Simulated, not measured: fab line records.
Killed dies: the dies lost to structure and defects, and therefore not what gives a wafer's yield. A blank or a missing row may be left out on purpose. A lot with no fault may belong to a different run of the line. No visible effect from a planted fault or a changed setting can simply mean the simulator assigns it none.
Struck lot and sound lot, side by side | flow n5 finfet | 42 out of 1938 route steps
Sound: the wafers L468.3, L468.4, L468.6. Struck: wafer L470.4; the same lot's L470.5 was not struck, so it is left out; see the end for the cause.
Each step with rows lists, per side, the tool, then ch with its chambers, then its first start. Under that, the readings that differ: sound wafers | struck wafers | difference of the means | sigmas: that difference in standard deviations of wafers without a fault.
alike: a reading whose means differ by less than 2 such deviations, as well as words and numbers matching on both sides. not compared: withheld readings; readings where some wafer has no value; bounds like >300 that might hide an equal value; numbers whose values overlap and for which the record gives no deviation.
A row with sigmas, a row that says differs or no value, or rows on one side alone: a step with any of these is where the two part. When numbers do not overlap yet have no deviation, they are printed without sigmas and do not part them. A reading that every wafer of one side lacks parts them only if that side has two wafers or more.

first, 12 steps without rows for these wafers: N5_SD_EPI_N_STRIP_36 (strips in N2/H2); N5_SD_EPI_N_ETCHBACK_44 (etches SiNx in CH3F/O2, stops on SiO2, target depth 14.5 nm); N5_SD_EPI_N_ETCH_45 (etches SiOCN in CH3F/O2, target depth 6 nm); N5_SD_EPI_N_ETCH_16 (etches SiO2 in CHF3/O2, target depth 5 nm); N5_SD_EPI_N_STRIP_47 (strips in CHF3/O2); N5_SD_EPI_N_SD_RECESS_17 (chemistry HBr/Cl2/O2, target depth 41 nm, time 23.7 s, bt time 3 s); N5_SD_EPI_N_STRIP_38 (strips in N2/H2); N5_SD_EPI_N_WET_ETCH_43 (etches SiO2 in dHF, time 14 s, target depth 1.5 nm); N5_SD_EPI_N_STRIP_18 (strips in SPM, time 750 s); N5_SD_EPI_N_SRD_20 (time 30 s); N5_SD_EPI_N_PRECLEAN_48 (cleans in NF3:NH3, afs cycles 2, time 20 s, sublimation time 60 s); N5_SD_EPI_N_VAPOR_ETCH_50 (etches Si in HCl, time 54 s).
N5_SD_EPI_N_EPI_21: deposits Si:P, time 690 s.
  sound on epi rpcvd-04 ch 0, day 5 10:05; struck on epi rpcvd-04 ch 0, day 6 00:52
  reading                                   | sound        | struck | difference | sigmas
  model.Si-P_of_SD_EPI_N_EPI_21.thk nm (nm) | 58.4 59 59.2 | 53.8   | -5.1       |
  not compared: susceptor temp C, susceptor_temp_C_max
N5_SD_EPI_N_EPI_MEAS_23:
  sound: film metro-02 at day 5 11:14; struck: film metro-01 at day 6 01:45
  reading     | sound          | struck | difference | sigmas
  thk nm (nm) | 58.4 58.6 57.0 | 52.9   | -5.1       | -5
then, 24 steps without rows for these wafers: N5_SD_EPI_N_PRECLEAN_24 (cleans in O3/DIW, time 60 s); N5_SD_EPI_N_SRD_25 (time 30 s); N5_SD_EPI_N_PRECLEAN_49 (cleans in NF3:NH3, afs cycles 1, time 20 s, sublimation time 60 s); N5_SD_EPI_N_LINER_46 (material SiNx, target thk 3 nm); N5_SD_EPI_P_COAT_34 (time 60 s, resist thk 350 nm); N5_SD_EPI_P_COAT_35 (time 60 s, resist thk 35 nm); N5_SD_EPI_P_COAT_03 (resist thk 150 nm); N5_SD_EPI_P_EBR_05; N5_SD_EPI_P_SOFTBAKE_04 (time 60 s); N5_SD_EPI_P_EXPOSE_06 (exposes mask SD P BLK, target cd 240 nm); N5_SD_EPI_P_PEB_07 (peb time 60 s); N5_SD_EPI_P_DEVELOP_08 (develop time 30 s); N5_SD_EPI_P_DESCUM_14 (chemistry O2, time 7.9 s); N5_SD_EPI_P_ETCH_36 (etches SiARC in CF4, target depth 45.5 nm, time 75.8 s); N5_SD_EPI_P_ETCH_37 (etches SOC in N2/H2, overetch 108 nm, time 486 s); N5_SD_EPI_P_STRIP_38 (strips in N2/H2); N5_SD_EPI_P_ETCHBACK_46 (etches SiNx in CH3F/O2, stops on SiO2, target depth 17.5 nm); N5_SD_EPI_P_ETCH_47 (etches SiOCN in CH3F/O2, target depth 25 nm); N5_SD_EPI_P_ETCH_16 (etches SiO2 in CHF3/O2, target depth 5 nm); N5_SD_EPI_P_STRIP_50 (strips in CHF3/O2); N5_SD_EPI_P_SD_RECESS_17 (chemistry HBr/Cl2/O2, target depth 39.1 nm, bt time 3 s); N5_SD_EPI_P_WET_ETCH_45 (etches SiO2 in dHF, time 10.7 s, target depth 2 nm, rinse time 30 s); N5_SD_EPI_P_STRIP_40 (strips in N2/H2); N5_SD_EPI_P_PRECLEAN_52 (cleans in O3/DIW, time 60 s).
N5_SD_ACTIVATION_RS_MEAS_03: the measuring method here is four-point-probe.
  sound: film metro-01 at day 5 16:23; struck: film metro-02 at day 6 07:18
  reading          | sound             | struck | difference | sigmas
  RS_SD_N (ohm/sq) | 22.34 21.90 21.95 | 24.20  | +2.14      | +9
  alike: RS_SD_P
N5_MOL_CONTACT_COAG_ETCH_15: etches SiNx in CH3F/O2, stops on Si:P, target depth 7 nm.
  sound on rie diel-04 ch 1,3, day 6 23:25; struck on rie diel-05 ch 1, day 7 11:55
  reading                                   | sound          | struck | difference | sigmas
  model.Si-P_of_SD_EPI_N_EPI_21.thk nm (nm) | 57.6 58.2 58.4 | 53     | -5         |
  alike: drypump motor current A, oes_ar_750_au, oes product au, rf vpp V, showerhead plenum p Torr, throttle valve pct
  not compared: rf hours counter h
-- the record jumps here: 3 days lie between the struck wafers' starts before and after (it left off in module MOL_CONTACT_COAG and takes up again in module BEOL_M4, whose first step shown is number 1111 of the route) --
N5_BEOL_M4_RC_MEAS_101:
  sound on prober-02 ch 0, day 10 05:22; struck on prober-01 ch 0, day 10 12:40
  reading          | sound          | struck | difference | sigmas
  ION_N (uA/um)    | 664 683 685    | 639    | -38        | -3
  ION_P (uA/um)    | 465 471 468    | 444    | -24        | -3
  RS_SD_N (ohm/sq) | 28.7 28.4 28.5 | 31.3   | +2.8       | +9
  SS_P (mV/dec)    | 72.8 73.7 73.5 | 75.0   | +1.7       | +2
  VT_N (mV)        | 249 243 242    | 256    | +11        | +3
  alike: DIBL_N, DIBL_P, IOFF_N, IOFF_P, SS_N, VT_P
-- record jumps: 4 days separate the struck wafers' starts on either side; left off in module BEOL_M4, taken up again in module PASSIVATION, whose first shown step is the route's number 1936 --
N5_PASSIVATION_PROBE_49:
  sound: prober-02 at day 14 13:50; struck: prober-01 at day 14 15:53
  reading              | sound | struck | difference | sigmas
  sort_bin_8_speed (%) | 0 0 0 | 0.17   | +0.17      | +12
  alike: defect limited yield, killed_at_M0_to_M3, killed_at_M4_up, killed at contacts, killed at front end, killed at other, killed dies, killed open, killed short, sort_bin_5_function, sort_bin_6_memory, sort n pass, sort yield pct

## WHERE THEY PART
Earliest at N5_SD_EPI_N_EPI_MEAS_23; latest, in this record, at N5_PASSIVATION_PROBE_49.

WHY: what had been put in by the simulator
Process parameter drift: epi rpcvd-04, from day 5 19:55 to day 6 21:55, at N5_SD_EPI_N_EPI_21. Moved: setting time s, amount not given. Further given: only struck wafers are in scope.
